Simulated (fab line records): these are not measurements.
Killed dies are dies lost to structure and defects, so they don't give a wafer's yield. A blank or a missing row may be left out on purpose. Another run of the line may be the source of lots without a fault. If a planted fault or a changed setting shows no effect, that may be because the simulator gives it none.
Problem report, 8D (eight disciplines) form, completed by code ; flow n5-finfet ; the parts of the form that need people (team, actions taken, sign-off) are left out

1. WHAT IS WRONG
run-length-s at N5_BEOL_M5_CVD_47 reads a mean of 235.7 s on 1 wafer of 1 lot; wafers without a fault read 238.8 s with a standard deviation of 0.38. Measured from the usual mean, that is -8.2 standard deviations.
The step: deposits Co from CCTBA/H2, target thk 3 nm, time 216 s.
First seen on wafer L290.4, day 11 13:41, on cvd-co-01. The record holds 32 wafers of 11 lots with a number at this step. Rule for "out" (also "out of limits"): further than 4 standard deviations from the usual mean. All remaining wafers that have a number are taken as sound.

2. WHAT IT IS AND WHAT IT IS NOT
question;is;is not
which readings at this step;run-length-s;-
which lots;L290;L276, L277, L278, L279, L281, L283, L295, L296, L297, L298
which wafers of those lots;L290.4;L290.2, L290.6
read on which tools;cvd-co-01;cvd-co-02
when;from day 11 13:41;"up to then (19 sound wafers); but 12 sound wafers of L295, L296, L297, L298 came after"

3. SUSPECTS, AND WHAT RULES EACH OUT
Counting: if a tool at a process step up to the reading ran every lot that is out, it stays a suspect. Sound lots after the first of them don't rule it out here, since some wafers of a struck lot are sound.
- rie-diel-03 at N5_BEOL_M5_DESCUM_33 (chemistry O2, time 7 s): kept. It ran the lot that is out, L290 (day 11 12:14); its last sound lot up to then is L283 (day 10 01:47).
- rie-diel-03 at N5_BEOL_M5_ETCH_68 (etches SOC in N2/H2, target depth 80 nm, overetch 16 nm, time 120 s): kept. It ran the lot that is out, L290 (day 11 12:19); its last sound lot up to then is L283 (day 10 01:52).
- cvd-co-01 at N5_BEOL_M5_CVD_47 (deposits Co from CCTBA/H2, target thk 3 nm, time 216 s): kept. It ran the lot that is out, L290 (day 11 13:41); its last sound lot up to then is L277 (day 8 11:34). Its own readings are out on those wafers: run-length-s.
- At N5_BEOL_M5_CVD_47, inside cvd-co-01: chamber 1 took the wafers that are out, while their sound lot-mates went through chambers 0, 2.
The count leaves rie-diel-03 at N5_BEOL_M5_DESCUM_33, rie-diel-03 at N5_BEOL_M5_ETCH_68, and cvd-co-01 at N5_BEOL_M5_CVD_47.

4. THE CAUSE (what the simulator had put in)
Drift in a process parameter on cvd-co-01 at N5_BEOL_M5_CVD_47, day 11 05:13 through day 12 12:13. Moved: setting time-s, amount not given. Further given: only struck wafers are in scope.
Of the 3 suspects that counting leaves, this tool is one.

5. SEQUENCE OF EFFECTS, ordered by route
One row per reading whose mean, taken over the struck wafers that have a number, lies over 3 standard deviations from the usual. Only readings for which the record gives a usual standard deviation are gone through. hours: the time from each lot's start at the first step in this table that gives one to its start at this step, as a median over the lots. sigmas: the change in usual standard deviations.
hours;step;reading;usual;on struck wafers;change;sigmas
0;N5_BEOL_M5_CVD_47;run-length-s;238.8 s;235.7;-3.1;-8.2
The process steps in it:
- N5_BEOL_M5_CVD_47: deposits Co from CCTBA/H2, target thk 3 nm, time 216 s.

6. HOW IT WOULD HAVE BEEN CAUGHT EARLIER
First out-of-limits reading in this record: day 11 13:41, which is 8 hours after fault onset at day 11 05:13.
